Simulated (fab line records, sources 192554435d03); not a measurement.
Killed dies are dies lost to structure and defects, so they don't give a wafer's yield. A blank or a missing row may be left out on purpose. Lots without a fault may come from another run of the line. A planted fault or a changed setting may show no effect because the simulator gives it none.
Which tool did it? | flow n5_finfet | 11 lots, 33 wafers sampled, at 2 steps of a route of 1938

WHAT THE GAUGES READ, wafer by wafer
N5_BEOL_M11_OVL_MEAS_29.
lot  | measured     | on         | V10_OVL (nm)
L075 | day 10 06:31 | overlay-01 | -1.4 -1.4 -0.6
L077 | day 10 23:14 | overlay-01 | 0.7 0.7 -0.1
L079 | day 11 02:13 | overlay-02 | -0.5 -0.9 -1.3
L081 | day 11 19:49 | overlay-02 | 0.0 -0.8 -0.3
L082 | day 12 06:04 | overlay-02 | -0.3 0.2 -0.1
L085 | day 13 06:37 | overlay-02 | -0.7 -0.6 -0.1
L089 | day 13 21:23 | overlay-01 | 0.5 -0.5 -0.1
L090 | day 14 14:53 | overlay-01 | -0.7 -0.9 -1.7
L093 | day 15 05:10 | overlay-02 | -0.7 0.2 0.3
L095 | day 15 12:52 | overlay-02 | -0.3 -0.1 -0.1
L096 | day 15 19:19 | overlay-02 | -0.6 -0.9 0.1

WHICH TOOL RAN EACH LOT (tool, then ch and the chambers of the sampled wafers, then the start)
lot  | N5_BEOL_M11_STRIP_67
L075 | rie_diel-04 ch 0,1,3, day 10 05:52
L077 | rie_diel-05 ch 0,1,2, day 10 21:37
L079 | rie_diel-04 ch 0,2,3, day 11 01:34
L081 | rie_diel-05 ch 2,3, day 11 17:09
L082 | rie_diel-04 ch 1,2, day 12 04:38
L085 | rie_diel-05 ch 0,2,3, day 13 03:14
L089 | rie_diel-03 ch 0,1,2, day 13 13:47
L090 | rie_diel-04 ch 0,2,3, day 14 09:46
L093 | rie_diel-05 ch 0,1,3, day 15 04:25
L095 | rie_diel-05 ch 1,2,3, day 15 12:00
L096 | rie_diel-05 ch 1,2,3, day 15 18:38
- N5_BEOL_M11_STRIP_67: strips in CF4.

THE ANSWER, worked out from the rows above alone
Rule: what is usual is taken from the lots themselves. Put in order of their means at a reading, lots are off if they are a third of the lots or fewer, leave a main group of 4 or more, and stand apart from it by a gap of 3 or more times the standard deviation of the main group's means; of several such gaps the widest counts. A main group whose means are all the same, to the digits that the tables above print for the reading, isn't used. A lot without any number at a reading at which 4 lots or more have one is off too. The other lots that the step has rows for count as sound.
No lot is off at any reading shown: from this, nothing can be told.

WHAT THE SIMULATOR HAD PUT IN
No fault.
